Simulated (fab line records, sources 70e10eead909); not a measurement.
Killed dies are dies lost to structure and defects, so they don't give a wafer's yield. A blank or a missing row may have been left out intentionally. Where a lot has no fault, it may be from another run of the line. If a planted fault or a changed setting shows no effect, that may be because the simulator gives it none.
fab line records :: flow nandHarc
[record]
  lots = 13
  wafers = 39
  lastDay = 32
route steps=1302 shown P_BONDPAD@381 A_ZERO_WELL@412 A_ONON_D1@436
lots with no fault: from the same line, run without faults
startH: hours from the record's first day to the start of the lot's first wafer shown :: waitH: hours from the lot's prior step to this one :: " identical to the entry in the row above :: L1.1+2: several wafers, shown together as one row :: - no value present, or no start provided :: * or withheld: withheld :: < > ~ a bound
route shown NAME@n: names a module that has steps shown in the file, with the first one's number in the route :: usual: mean and standard deviation over wafers with no fault :: same: alike in all rows :: chamber/n: place in a boat :: sites: per-site readings :: _std_site: their standard deviation :: _edge_site: inner sites' mean taken away from outer sites' mean :: radiusMm: for every site, how far away it sits from the centre of the wafer :: mask NAME#n: copy n :: behind: tool/chamber where the wafer was last shaped :: hold: reason for holding the lot/hours on hold/outcome of the hold :: device: which transistor (n, p or np) failed to switch :: end of line: the same wafers' tests at the end of the route :: a step given without rows: its recipe and nothing more :: killed: dies lost to structure and defects at the first sort, not the wafer's yield :: map: a wafer's dies, marking killed ones x, the rest . and places with no die _
set.NAME: the run value of the setting; set.NAME@STEP: its run value at that earlier step :: model.NAME: the simulator's own value behind a step, which no gauge read
the route's steps for a sample of lots (tables are steps, rows are wafers)
services: when a tool's chamber went out of use (startH, in hours from the record's first day, below 0 if earlier), for how many hours, and the reason
[[steps]]
[step NHARC_P_BONDPAD_THK_MEAS_20]
[recipe]
  thkMeasGauge = xrf
[usual]
  thkNm = 160.8/1.3
lot.wafer: L900.1
tool: filmMetro-02
chamber: -
startH: 140.05
waitH: -
thkNm: 160.5

lot.wafer: L900.2
tool: filmMetro-02
chamber: -
startH: 140.05
waitH: -
thkNm: 162.1

lot.wafer: L900.5
tool: filmMetro-02
chamber: -
startH: 140.05
waitH: -
thkNm: 161.3

lot.wafer: L901.1
tool: filmMetro-02
chamber: -
startH: 145.34
waitH: -
thkNm: 159.1

lot.wafer: L901.2
tool: filmMetro-02
chamber: -
startH: 145.34
waitH: -
thkNm: 158.6

lot.wafer: L901.3
tool: filmMetro-02
chamber: -
startH: 145.34
waitH: -
thkNm: 161.0

lot.wafer: L902.1
tool: filmMetro-02
chamber: -
startH: 151.58
waitH: -
thkNm: 160.8

lot.wafer: L902.4
tool: filmMetro-02
chamber: -
startH: 151.58
waitH: -
thkNm: 158.3

lot.wafer: L902.5
tool: filmMetro-02
chamber: -
startH: 151.58
waitH: -
thkNm: 160.9

lot.wafer: L903.2
tool: filmMetro-02
chamber: -
startH: 162.00
waitH: -
thkNm: 160.0

lot.wafer: L903.5
tool: filmMetro-02
chamber: -
startH: 162.00
waitH: -
thkNm: 161.5

lot.wafer: L903.6
tool: filmMetro-02
chamber: -
startH: 162.00
waitH: -
thkNm: 161.1

lot.wafer: L904.1
tool: filmMetro-01
chamber: -
startH: 175.82
waitH: -
thkNm: 162.2

lot.wafer: L904.3
tool: filmMetro-01
chamber: -
startH: 175.82
waitH: -
thkNm: 161.7

lot.wafer: L904.5
tool: filmMetro-01
chamber: -
startH: 175.82
waitH: -
thkNm: 160.1

lot.wafer: L905.2
tool: filmMetro-02
chamber: -
startH: 184.11
waitH: -
thkNm: 160.8

lot.wafer: L905.4
tool: filmMetro-02
chamber: -
startH: 184.11
waitH: -
thkNm: 160.9

lot.wafer: L905.5
tool: filmMetro-02
chamber: -
startH: 184.11
waitH: -
thkNm: 159.9

lot.wafer: L907.2
tool: filmMetro-02
chamber: -
startH: 209.51
waitH: -
thkNm: 162.2

lot.wafer: L907.3
tool: filmMetro-02
chamber: -
startH: 209.51
waitH: -
thkNm: 158.7

lot.wafer: L907.6
tool: filmMetro-02
chamber: -
startH: 209.51
waitH: -
thkNm: 160.7

lot.wafer: L908.2
tool: filmMetro-01
chamber: -
startH: 232.27
waitH: -
thkNm: 162.3

lot.wafer: L908.3
tool: filmMetro-01
chamber: -
startH: 232.27
waitH: -
thkNm: 159.5

lot.wafer: L908.4
tool: filmMetro-01
chamber: -
startH: 232.27
waitH: -
thkNm: 162.2

lot.wafer: L911.1
tool: filmMetro-02
chamber: -
startH: 248.49
waitH: -
thkNm: 161.0

lot.wafer: L911.5
tool: filmMetro-02
chamber: -
startH: 248.49
waitH: -
thkNm: 160.7

lot.wafer: L911.6
tool: filmMetro-02
chamber: -
startH: 248.49
waitH: -
thkNm: 162.0

lot.wafer: L914.1
tool: filmMetro-01
chamber: -
startH: 286.27
waitH: -
thkNm: 161.3

lot.wafer: L914.2
tool: filmMetro-01
chamber: -
startH: 286.27
waitH: -
thkNm: 161.0

lot.wafer: L914.4
tool: filmMetro-01
chamber: -
startH: 286.27
waitH: -
thkNm: 161.1

lot.wafer: L918.4
tool: filmMetro-01
chamber: -
startH: 322.37
waitH: -
thkNm: 160.2

lot.wafer: L918.5
tool: filmMetro-01
chamber: -
startH: 322.37
waitH: -
thkNm: 159.6

lot.wafer: L918.6
tool: filmMetro-01
chamber: -
startH: 322.37
waitH: -
thkNm: 161.4

lot.wafer: L920.1
tool: filmMetro-01
chamber: -
startH: 342.12
waitH: -
thkNm: 159.2

lot.wafer: L920.4
tool: filmMetro-01
chamber: -
startH: 342.12
waitH: -
thkNm: 160.4

lot.wafer: L920.5
tool: filmMetro-01
chamber: -
startH: 342.12
waitH: -
thkNm: 160.6

lot.wafer: L923.2
tool: filmMetro-02
chamber: -
startH: 367.29
waitH: -
thkNm: 162.2

lot.wafer: L923.5
tool: filmMetro-02
chamber: -
startH: 367.29
waitH: -
thkNm: 163.7

lot.wafer: L923.6
tool: filmMetro-02
chamber: -
startH: 367.29
waitH: -
thkNm: 162.2
[step NHARC_P_BONDPAD_ACTIVATE_29]
[recipe]
  timeS = 60
  n2FlowSccm = 200
  arFlowSccm = 0
  biasPowerW = 0
  chemistry = N2
[usual]
  drypumpMotorCurrentA = 5.7/0.52
  oesProductAu = 1.001/0.0075
  rfVppV = 64.0/0.9
  showerheadPlenumPTorr = 1.71/0.044
lot.wafer: L900.2
tool: rieDiel-04
chamber: 3
startH: 140.40
waitH: 0.1
drypumpMotorCurrentA: 6.0
oesProductAu: 1.004
rfHoursCounterH: 7
rfVppV: 63.7
showerheadPlenumPTorr: 1.71

lot.wafer: L900.1
tool: rieDiel-04
chamber: 0
startH: 140.40
waitH: 0.1
drypumpMotorCurrentA: 5.6
oesProductAu: 1.000
rfHoursCounterH: 7
rfVppV: 62.9
showerheadPlenumPTorr: 1.72

lot.wafer: L900.5
tool: rieDiel-04
chamber: 2
startH: 140.40
waitH: 0.1
drypumpMotorCurrentA: 6.0
oesProductAu: 1.003
rfHoursCounterH: -
rfVppV: 63.6
showerheadPlenumPTorr: 1.69

lot.wafer: L901.1
tool: rieDiel-04
chamber: 3
startH: 145.64
waitH: 0.1
drypumpMotorCurrentA: 6.0
oesProductAu: 0.997
rfHoursCounterH: 8
rfVppV: 64.1
showerheadPlenumPTorr: 1.71

lot.wafer: L901.2
tool: rieDiel-04
chamber: 0
startH: 145.64
waitH: 0.1
drypumpMotorCurrentA: 5.6
oesProductAu: 1.003
rfHoursCounterH: 7
rfVppV: 64.5
showerheadPlenumPTorr: 1.72

lot.wafer: L901.3
tool: rieDiel-04
chamber: 1
startH: 145.64
waitH: 0.1
drypumpMotorCurrentA: 6.3
oesProductAu: 0.995
rfHoursCounterH: 7
rfVppV: 63.1
showerheadPlenumPTorr: 1.65

lot.wafer: L902.1
tool: rieDiel-03
chamber: 0
startH: 151.86
waitH: 0.1
drypumpMotorCurrentA: 4.7
oesProductAu: 1.002
rfHoursCounterH: 1
rfVppV: 64.3
showerheadPlenumPTorr: 1.69

lot.wafer: L902.4
tool: rieDiel-03
chamber: 1
startH: 151.86
waitH: 0.1
drypumpMotorCurrentA: 5.4
oesProductAu: 1.007
rfHoursCounterH: 1
rfVppV: 65.1
showerheadPlenumPTorr: 1.74

lot.wafer: L902.5
tool: rieDiel-03
chamber: 2
startH: 151.86
waitH: 0.1
drypumpMotorCurrentA: 6.3
oesProductAu: 0.995
rfHoursCounterH: -
rfVppV: 64.9
showerheadPlenumPTorr: 1.68

lot.wafer: L903.2
tool: rieDiel-04
chamber: 3
startH: 162.28
waitH: 0.1
drypumpMotorCurrentA: 6.0
oesProductAu: 0.985
rfHoursCounterH: 9
rfVppV: 65.7
showerheadPlenumPTorr: 1.71

lot.wafer: L903.5
tool: rieDiel-04
chamber: 2
startH: 162.28
waitH: 0.1
drypumpMotorCurrentA: 6.0
oesProductAu: 1.001
rfHoursCounterH: -
rfVppV: 63.7
showerheadPlenumPTorr: 1.69

lot.wafer: L903.6
tool: rieDiel-04
chamber: 3
startH: 162.28
waitH: 0.1
drypumpMotorCurrentA: 6.0
oesProductAu: 0.998
rfHoursCounterH: -
rfVppV: 63.4
showerheadPlenumPTorr: 1.71

lot.wafer: L904.1
tool: rieDiel-04
chamber: 0
startH: 176.13
waitH: 0.1
drypumpMotorCurrentA: 5.6
oesProductAu: 1.005
rfHoursCounterH: 9
rfVppV: 63.8
showerheadPlenumPTorr: 1.72

lot.wafer: L904.3
tool: rieDiel-04
chamber: 2
startH: 176.13
waitH: 0.1
drypumpMotorCurrentA: 6.0
oesProductAu: 1.004
rfHoursCounterH: 9
rfVppV: 62.6
showerheadPlenumPTorr: 1.69

lot.wafer: L904.5
tool: rieDiel-04
chamber: 3
startH: 176.13
waitH: 0.1
drypumpMotorCurrentA: 6.1
oesProductAu: 0.991
rfHoursCounterH: -
rfVppV: 63.9
showerheadPlenumPTorr: 1.71

lot.wafer: L905.2
tool: rieDiel-03
chamber: 0
startH: 184.39
waitH: 0.1
drypumpMotorCurrentA: 4.7
oesProductAu: 1.008
rfHoursCounterH: 2
rfVppV: 64.9
showerheadPlenumPTorr: 1.68

lot.wafer: L905.5
tool: rieDiel-03
chamber: 2
startH: 184.39
waitH: 0.1
drypumpMotorCurrentA: 6.3
oesProductAu: 1.006
rfHoursCounterH: -
rfVppV: 65.2
showerheadPlenumPTorr: 1.68

lot.wafer: L905.4
tool: rieDiel-03
chamber: 0
startH: 184.39
waitH: 0.1
drypumpMotorCurrentA: 4.7
oesProductAu: 0.997
rfHoursCounterH: -
rfVppV: 64.5
showerheadPlenumPTorr: 1.68

lot.wafer: L907.3
tool: rieDiel-04
chamber: 3
startH: 209.77
waitH: 0.1
drypumpMotorCurrentA: 6.0
oesProductAu: 0.997
rfHoursCounterH: 2
rfVppV: 63.1
showerheadPlenumPTorr: 1.71

lot.wafer: L907.2
tool: rieDiel-04
chamber: 1
startH: 209.77
waitH: 0.1
drypumpMotorCurrentA: 6.3
oesProductAu: 0.997
rfHoursCounterH: 0
rfVppV: 65.5
showerheadPlenumPTorr: 1.65

lot.wafer: L907.6
tool: rieDiel-04
chamber: 0
startH: 209.77
waitH: 0.1
drypumpMotorCurrentA: 5.6
oesProductAu: 1.006
rfHoursCounterH: -
rfVppV: 63.4
showerheadPlenumPTorr: 1.72

lot.wafer: L908.4
tool: rieDiel-04
chamber: 3
startH: 232.54
waitH: 0.1
drypumpMotorCurrentA: 6.0
oesProductAu: 0.990
rfHoursCounterH: 3
rfVppV: 63.8
showerheadPlenumPTorr: 1.71

lot.wafer: L908.3
tool: rieDiel-04
chamber: 1
startH: 232.54
waitH: 0.1
drypumpMotorCurrentA: 6.3
oesProductAu: 1.010
rfHoursCounterH: 2
rfVppV: 61.9
showerheadPlenumPTorr: 1.65

lot.wafer: L908.2
tool: rieDiel-04
chamber: 2
startH: 232.54
waitH: 0.1
drypumpMotorCurrentA: 5.9
oesProductAu: 1.005
rfHoursCounterH: 2
rfVppV: 62.6
showerheadPlenumPTorr: 1.69

lot.wafer: L911.1
tool: rieDiel-03
chamber: 0
startH: 248.77
waitH: 0.1
drypumpMotorCurrentA: 4.7
oesProductAu: 1.004
rfHoursCounterH: 4
rfVppV: 63.9
showerheadPlenumPTorr: 1.68

lot.wafer: L911.6
tool: rieDiel-03
chamber: 0
startH: 248.77
waitH: 0.1
drypumpMotorCurrentA: 4.7
oesProductAu: 1.010
rfHoursCounterH: -
rfVppV: 62.7
showerheadPlenumPTorr: 1.68

lot.wafer: L911.5
tool: rieDiel-03
chamber: 1
startH: 248.77
waitH: 0.1
drypumpMotorCurrentA: 5.4
oesProductAu: 0.992
rfHoursCounterH: -
rfVppV: 64.4
showerheadPlenumPTorr: 1.74

lot.wafer: L914.2
tool: rieDiel-10
chamber: 3
startH: 286.55
waitH: 0.1
drypumpMotorCurrentA: 5.6
oesProductAu: 1.005
rfHoursCounterH: 1
rfVppV: 63.8
showerheadPlenumPTorr: 1.67

lot.wafer: L914.1
tool: rieDiel-10
chamber: 0
startH: 286.55
waitH: 0.1
drypumpMotorCurrentA: 6.0
oesProductAu: 1.008
rfHoursCounterH: 1
rfVppV: 63.6
showerheadPlenumPTorr: 1.80

lot.wafer: L914.4
tool: rieDiel-10
chamber: 1
startH: 286.55
waitH: 0.1
drypumpMotorCurrentA: 5.9
oesProductAu: 1.001
rfHoursCounterH: 1
rfVppV: 63.6
showerheadPlenumPTorr: 1.70

lot.wafer: L918.6
tool: rieDiel-03
chamber: 3
startH: 322.68
waitH: 0.1
drypumpMotorCurrentA: 4.9
oesProductAu: 0.990
rfHoursCounterH: -
rfVppV: 64.9
showerheadPlenumPTorr: 1.83

lot.wafer: L918.5
tool: rieDiel-03
chamber: 1
startH: 322.68
waitH: 0.1
drypumpMotorCurrentA: 5.4
oesProductAu: 0.990
rfHoursCounterH: -
rfVppV: 64.7
showerheadPlenumPTorr: 1.74

lot.wafer: L918.4
tool: rieDiel-03
chamber: 2
startH: 322.68
waitH: 0.1
drypumpMotorCurrentA: 6.3
oesProductAu: 1.005
rfHoursCounterH: -
rfVppV: 65.5
showerheadPlenumPTorr: 1.68

lot.wafer: L920.4
tool: rieDiel-03
chamber: 2
startH: 342.41
waitH: 0.1
drypumpMotorCurrentA: 6.3
oesProductAu: 1.002
rfHoursCounterH: 1
rfVppV: 63.2
showerheadPlenumPTorr: 1.68

lot.wafer: L920.1
tool: rieDiel-03
chamber: 1
startH: 342.41
waitH: 0.1
drypumpMotorCurrentA: 5.4
oesProductAu: 0.994
rfHoursCounterH: 1
rfVppV: 63.8
showerheadPlenumPTorr: 1.74

lot.wafer: L920.5
tool: rieDiel-03
chamber: 2
startH: 342.41
waitH: 0.1
drypumpMotorCurrentA: 6.3
oesProductAu: 1.007
rfHoursCounterH: -
rfVppV: 63.9
showerheadPlenumPTorr: 1.68

lot.wafer: L923.2
tool: rieDiel-04
chamber: 3
startH: 367.57
waitH: 0.1
drypumpMotorCurrentA: 6.1
oesProductAu: 0.993
rfHoursCounterH: 0
rfVppV: 63.7
showerheadPlenumPTorr: 1.71

lot.wafer: L923.5
tool: rieDiel-04
chamber: 3
startH: 367.57
waitH: 0.1
drypumpMotorCurrentA: 6.1
oesProductAu: 0.997
rfHoursCounterH: -
rfVppV: 64.9
showerheadPlenumPTorr: 1.71

lot.wafer: L923.6
tool: rieDiel-04
chamber: 0
startH: 367.57
waitH: 0.1
drypumpMotorCurrentA: 5.6
oesProductAu: 1.004
rfHoursCounterH: -
rfVppV: 63.4
showerheadPlenumPTorr: 1.72
[step NHARC_A_ZERO_WELL_INSPECT_17]
[usual]
  rawDefectCount = 10/5.1
lot.wafer: L900.1
tool: defectInspect-02
chamber: -
startH: 143.08
waitH: 0.2
rawDefectCount: 9

lot.wafer: L900.2
tool: defectInspect-02
chamber: -
startH: 143.08
waitH: 0.2
rawDefectCount: 11

lot.wafer: L900.5
tool: defectInspect-02
chamber: -
startH: 143.08
waitH: 0.2
rawDefectCount: 9

lot.wafer: L901.1
tool: defectInspect-02
chamber: -
startH: 148.33
waitH: 0.2
rawDefectCount: 14

lot.wafer: L901.2
tool: defectInspect-02
chamber: -
startH: 148.33
waitH: 0.2
rawDefectCount: 5

lot.wafer: L901.3
tool: defectInspect-02
chamber: -
startH: 148.33
waitH: 0.2
rawDefectCount: 8

lot.wafer: L902.1
tool: defectInspect-02
chamber: -
startH: 154.54
waitH: 0.2
rawDefectCount: 7

lot.wafer: L902.4
tool: defectInspect-02
chamber: -
startH: 154.54
waitH: 0.2
rawDefectCount: 7

lot.wafer: L902.5
tool: defectInspect-02
chamber: -
startH: 154.54
waitH: 0.2
rawDefectCount: 3

lot.wafer: L903.2
tool: defectInspect-01
chamber: -
startH: 164.99
waitH: 0.1
rawDefectCount: 11

lot.wafer: L903.5
tool: defectInspect-01
chamber: -
startH: 164.99
waitH: 0.1
rawDefectCount: 12

lot.wafer: L903.6
tool: defectInspect-01
chamber: -
startH: 164.99
waitH: 0.1
rawDefectCount: 13

lot.wafer: L904.1
tool: defectInspect-02
chamber: -
startH: 178.84
waitH: 0.2
rawDefectCount: 5

lot.wafer: L904.3
tool: defectInspect-02
chamber: -
startH: 178.84
waitH: 0.2
rawDefectCount: 8

lot.wafer: L904.5
tool: defectInspect-02
chamber: -
startH: 178.84
waitH: 0.2
rawDefectCount: 10

lot.wafer: L905.2
tool: defectInspect-02
chamber: -
startH: 187.11
waitH: 0.1
rawDefectCount: 3

lot.wafer: L905.4
tool: defectInspect-02
chamber: -
startH: 187.11
waitH: 0.1
rawDefectCount: 7

lot.wafer: L905.5
tool: defectInspect-02
chamber: -
startH: 187.11
waitH: 0.1
rawDefectCount: 11

lot.wafer: L907.2
tool: defectInspect-02
chamber: -
startH: 212.39
waitH: 0.1
rawDefectCount: 9

lot.wafer: L907.3
tool: defectInspect-02
chamber: -
startH: 212.39
waitH: 0.1
rawDefectCount: 3

lot.wafer: L907.6
tool: defectInspect-02
chamber: -
startH: 212.39
waitH: 0.1
rawDefectCount: 18

lot.wafer: L908.2
tool: defectInspect-01
chamber: -
startH: 235.31
waitH: 0.1
rawDefectCount: 10

lot.wafer: L908.3
tool: defectInspect-01
chamber: -
startH: 235.31
waitH: 0.1
rawDefectCount: 2

lot.wafer: L908.4
tool: defectInspect-01
chamber: -
startH: 235.31
waitH: 0.1
rawDefectCount: 12

lot.wafer: L911.1
tool: defectInspect-02
chamber: -
startH: 251.49
waitH: 0.2
rawDefectCount: 7

lot.wafer: L911.5
tool: defectInspect-02
chamber: -
startH: 251.49
waitH: 0.2
rawDefectCount: 10

lot.wafer: L911.6
tool: defectInspect-02
chamber: -
startH: 251.49
waitH: 0.2
rawDefectCount: 5

lot.wafer: L914.1
tool: defectInspect-02
chamber: -
startH: 289.27
waitH: 0.2
rawDefectCount: 9

lot.wafer: L914.2
tool: defectInspect-02
chamber: -
startH: 289.27
waitH: 0.2
rawDefectCount: 4

lot.wafer: L914.4
tool: defectInspect-02
chamber: -
startH: 289.27
waitH: 0.2
rawDefectCount: 11

lot.wafer: L918.4
tool: defectInspect-01
chamber: -
startH: 325.40
waitH: 0.1
rawDefectCount: 7

lot.wafer: L918.5
tool: defectInspect-01
chamber: -
startH: 325.40
waitH: 0.1
rawDefectCount: 22

lot.wafer: L918.6
tool: defectInspect-01
chamber: -
startH: 325.40
waitH: 0.1
rawDefectCount: 13

lot.wafer: L920.1
tool: defectInspect-02
chamber: -
startH: 345.46
waitH: 0.2
rawDefectCount: 8

lot.wafer: L920.4
tool: defectInspect-02
chamber: -
startH: 345.46
waitH: 0.2
rawDefectCount: 12

lot.wafer: L920.5
tool: defectInspect-02
chamber: -
startH: 345.46
waitH: 0.2
rawDefectCount: 5

lot.wafer: L923.2
tool: defectInspect-02
chamber: -
startH: 370.51
waitH: 0.3
rawDefectCount: 1

lot.wafer: L923.5
tool: defectInspect-02
chamber: -
startH: 370.51
waitH: 0.3
rawDefectCount: 4

lot.wafer: L923.6
tool: defectInspect-02
chamber: -
startH: 370.51
waitH: 0.3
rawDefectCount: 12
[step NHARC_A_ONON_D1_DEP_16]
[recipe]
  targetThkA = 10000
  n2FlowSccm = 2750
  n2oFlowSccm = 2000
  nh3FlowSccm = 500
  sih4FlowSccm = 210
  tempC = 400
lot.wafer: L900.1+2+5
tool: pecvdOnon-04
chamber: 0
startH: 175.48
waitH: 0.1

lot.wafer: L901.1+2+3
tool: pecvdOnon-01
chamber: 0
startH: 179.57
waitH: 0.1

lot.wafer: L902.1+4+5
tool: pecvdOnon-04
chamber: 0
startH: 187.13
waitH: 0.1

lot.wafer: L903.2+5+6
tool: pecvdOnon-01
chamber: 0
startH: 195.06
waitH: 0.1

lot.wafer: L904.1+3+5
tool: pecvdOnon-01
chamber: 0
startH: 211.32
waitH: 0.1

lot.wafer: L905.2+4+5
tool: pecvdOnon-01
chamber: 0
startH: 217.99
waitH: 0.1

lot.wafer: L907.2+3+6
tool: pecvdOnon-01
chamber: 0
startH: 249.22
waitH: 0.1

lot.wafer: L908.2+3+4
tool: pecvdOnon-03
chamber: 0
startH: 269.69
waitH: 0.1

lot.wafer: L911.1+5+6
tool: pecvdOnon-01
chamber: 0
startH: 285.40
waitH: 0.1

lot.wafer: L914.1+2+4
tool: pecvdOnon-03
chamber: 0
startH: 317.82
waitH: 0.1

lot.wafer: L918.4+5+6
tool: pecvdOnon-01
chamber: 0
startH: 354.98
waitH: 0.2

lot.wafer: L920.1+4+5
tool: pecvdOnon-01
chamber: 0
startH: 375.41
waitH: 0.1

lot.wafer: L923.2+5+6
tool: pecvdOnon-03
chamber: 0
startH: 403.54
waitH: 0.1
[step NHARC_A_ONON_D1_THK_MEAS_18]
[recipe]
  thkMeasGauge = ellipsometry
[usual]
  thkNm = 996/8.7
lot.wafer: L900.1
tool: filmMetro-01
chamber: -
startH: 175.98
waitH: -
hold: -
thkNm: 1009

lot.wafer: L900.2
tool: filmMetro-01
chamber: -
startH: 175.98
waitH: -
hold: -
thkNm: 1006

lot.wafer: L900.5
tool: filmMetro-01
chamber: -
startH: 175.98
waitH: -
hold: -
thkNm: 1010

lot.wafer: L901.1
tool: filmMetro-02
chamber: -
startH: 180.08
waitH: -
hold: -
thkNm: 1016

lot.wafer: L901.2
tool: filmMetro-02
chamber: -
startH: 180.08
waitH: -
hold: -
thkNm: 1015

lot.wafer: L901.3
tool: filmMetro-02
chamber: -
startH: 180.08
waitH: -
hold: -
thkNm: 1015

lot.wafer: L902.1
tool: filmMetro-01
chamber: -
startH: 187.63
waitH: -
hold: -
thkNm: 987

lot.wafer: L902.4
tool: filmMetro-01
chamber: -
startH: 187.63
waitH: -
hold: -
thkNm: 988

lot.wafer: L902.5
tool: filmMetro-01
chamber: -
startH: 187.63
waitH: -
hold: -
thkNm: 989

lot.wafer: L903.2
tool: filmMetro-01
chamber: -
startH: 195.51
waitH: -
hold: -
thkNm: 991

lot.wafer: L903.5
tool: filmMetro-01
chamber: -
startH: 195.51
waitH: -
hold: -
thkNm: 992

lot.wafer: L903.6
tool: filmMetro-01
chamber: -
startH: 195.51
waitH: -
hold: -
thkNm: 991

lot.wafer: L904.1
tool: filmMetro-01
chamber: -
startH: 211.83
waitH: -
hold: -
thkNm: 979

lot.wafer: L904.3
tool: filmMetro-01
chamber: -
startH: 211.83
waitH: -
hold: -
thkNm: 979

lot.wafer: L904.5
tool: filmMetro-01
chamber: -
startH: 211.83
waitH: -
hold: -
thkNm: 978

lot.wafer: L905.2
tool: filmMetro-01
chamber: -
startH: 218.44
waitH: -
hold: -
thkNm: 988

lot.wafer: L905.4
tool: filmMetro-01
chamber: -
startH: 218.44
waitH: -
hold: -
thkNm: 989

lot.wafer: L905.5
tool: filmMetro-01
chamber: -
startH: 218.44
waitH: -
hold: -
thkNm: 989

lot.wafer: L907.2
tool: filmMetro-02
chamber: -
startH: 249.67
waitH: -
hold: -
thkNm: 987

lot.wafer: L907.3
tool: filmMetro-02
chamber: -
startH: 249.67
waitH: -
hold: -
thkNm: 987

lot.wafer: L907.6
tool: filmMetro-02
chamber: -
startH: 249.67
waitH: -
hold: -
thkNm: 986

lot.wafer: L908.2
tool: filmMetro-02
chamber: -
startH: 270.15
waitH: -
hold: -
thkNm: 990

lot.wafer: L908.3
tool: filmMetro-02
chamber: -
startH: 270.15
waitH: -
hold: -
thkNm: 991

lot.wafer: L908.4
tool: filmMetro-02
chamber: -
startH: 270.15
waitH: -
hold: -
thkNm: 990

lot.wafer: L911.1
tool: filmMetro-01
chamber: -
startH: 285.91
waitH: -
hold: -
thkNm: 1007

lot.wafer: L911.5
tool: filmMetro-01
chamber: -
startH: 285.91
waitH: -
hold: -
thkNm: 1008

lot.wafer: L911.6
tool: filmMetro-01
chamber: -
startH: 285.91
waitH: -
hold: -
thkNm: 1010

lot.wafer: L914.1
tool: filmMetro-02
chamber: -
startH: 318.33
waitH: -
hold: -
thkNm: 1008

lot.wafer: L914.2
tool: filmMetro-02
chamber: -
startH: 318.33
waitH: -
hold: -
thkNm: 1008

lot.wafer: L914.4
tool: filmMetro-02
chamber: -
startH: 318.33
waitH: -
hold: -
thkNm: 1008

lot.wafer: L918.4
tool: filmMetro-01
chamber: -
startH: 355.32
waitH: -
hold: awaitDispo/0.2h/release
thkNm: 1617

lot.wafer: L918.5
tool: filmMetro-01
chamber: -
startH: 355.32
waitH: -
hold: awaitDispo/0.2h/release
thkNm: 1613

lot.wafer: L918.6
tool: filmMetro-01
chamber: -
startH: 355.32
waitH: -
hold: awaitDispo/0.2h/release
thkNm: 1614

lot.wafer: L918.4
tool: filmMetro-01
chamber: -
startH: 355.49
waitH: 0.2
hold: -
thkNm: 1613

lot.wafer: L918.5
tool: filmMetro-01
chamber: -
startH: 355.49
waitH: 0.2
hold: -
thkNm: 1613

lot.wafer: L918.6
tool: filmMetro-01
chamber: -
startH: 355.49
waitH: 0.2
hold: -
thkNm: 1615

lot.wafer: L920.1
tool: filmMetro-01
chamber: -
startH: 375.92
waitH: -
hold: awaitDispo/0.2h/release
thkNm: 1620

lot.wafer: L920.4
tool: filmMetro-01
chamber: -
startH: 375.92
waitH: -
hold: awaitDispo/0.2h/release
thkNm: 1620

lot.wafer: L920.5
tool: filmMetro-01
chamber: -
startH: 375.92
waitH: -
hold: awaitDispo/0.2h/release
thkNm: 1621

lot.wafer: L920.1
tool: filmMetro-01
chamber: -
startH: 376.09
waitH: 0.2
hold: -
thkNm: 1621

lot.wafer: L920.4
tool: filmMetro-01
chamber: -
startH: 376.09
waitH: 0.2
hold: -
thkNm: 1620

lot.wafer: L920.5
tool: filmMetro-01
chamber: -
startH: 376.09
waitH: 0.2
hold: -
thkNm: 1619

lot.wafer: L923.2
tool: filmMetro-02
chamber: -
startH: 404.00
waitH: -
hold: -
thkNm: 998

lot.wafer: L923.5
tool: filmMetro-02
chamber: -
startH: 404.00
waitH: -
hold: -
thkNm: 996

lot.wafer: L923.6
tool: filmMetro-02
chamber: -
startH: 404.00
waitH: -
hold: -
thkNm: 996
[[services]]
tool: pecvdOnon-04
chamber: -
startH: 130.30
hours: 13.0
kind: pm

tool: rieDiel-03
chamber: 0
startH: 132.61
hours: 4.2
kind: repair

tool: rieDiel-03
chamber: 2
startH: 154.77
hours: 9.2
kind: repair

tool: rieDiel-10
chamber: 1
startH: 157.19
hours: 7.7
kind: repair

tool: rieDiel-03
chamber: 3
startH: 158.43
hours: 128.6
kind: repair

tool: rieDiel-04
chamber: 1
startH: 166.08
hours: 16.0
kind: repair

tool: rieDiel-04
chamber: -
startH: 177.90
hours: 9.0
kind: pm

tool: rieDiel-04
chamber: 1
startH: 196.45
hours: 12.1
kind: repair

tool: rieDiel-04
chamber: 2
startH: 208.89
hours: 6.7
kind: repair

tool: pecvdOnon-03
chamber: -
startH: 227.04
hours: 13.0
kind: pm

tool: rieDiel-10
chamber: -
startH: 242.50
hours: 9.0
kind: pm

tool: rieDiel-04
chamber: 3
startH: 244.38
hours: 10.1
kind: repair

tool: pecvdOnon-01
chamber: -
startH: 269.00
hours: 13.0
kind: pm

tool: rieDiel-03
chamber: 2
startH: 275.84
hours: 6.5
kind: repair

tool: rieDiel-03
chamber: -
startH: 281.30
hours: 9.0
kind: pm

tool: rieDiel-04
chamber: -
startH: 310.84
hours: 0.2
kind: repair

tool: pecvdOnon-04
chamber: -
startH: 311.30
hours: 13.0
kind: pm

tool: rieDiel-03
chamber: 0
startH: 314.05
hours: 8.8
kind: repair

tool: rieDiel-10
chamber: -
startH: 321.63
hours: 0.4
kind: repair

tool: rieDiel-04
chamber: -
startH: 354.90
hours: 9.0
kind: pm

tool: rieDiel-10
chamber: 1
startH: 359.58
hours: 8.6
kind: repair

tool: rieDiel-03
chamber: 0
startH: 378.90
hours: 11.4
kind: repair

tool: rieDiel-10
chamber: 0
startH: 385.34
hours: 4.5
kind: repair

tool: rieDiel-04
chamber: 3
startH: 387.78
hours: 11.6
kind: repair
[[key]]
[firstSign]
  step = NHARC_A_ONON_D1_THK_MEAS_18
  reading = visit
  direction = added
[effect]
  step = NHARC_A_ONON_D1_THK_MEAS_18
  reading = thkNm
  direction = up
  sigmas = 71
  usual = 996
  struck = 1618
metAt NHARC_A_ONON_D1_DEP_16
struckLots L918,L920
struckWafers L918.4,L918.5,L918.6,L920.1,L920.4,L920.5
scrappedBehind NHARC_A_ONON_D1_THK_MEAS_18 L918.4,L918.5,L918.6,L920.1,L920.4,L920.5
notActingAt NHARC_P_BONDPAD_THK_MEAS_20,NHARC_P_BONDPAD_ACTIVATE_29,NHARC_A_ZERO_WELL_INSPECT_17
onsetBetween 285.40 354.98
[fault]
  kind = processParameterDrift
  tool = pecvdOnon-01
  chamber = 0
  onsetH = 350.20
  steps = NHARC_A_ONON_D1_DEP_16
  channel = targetThkA
  offset = *
  shape = step
  endH = 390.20
  actsIn = *
  stated = *
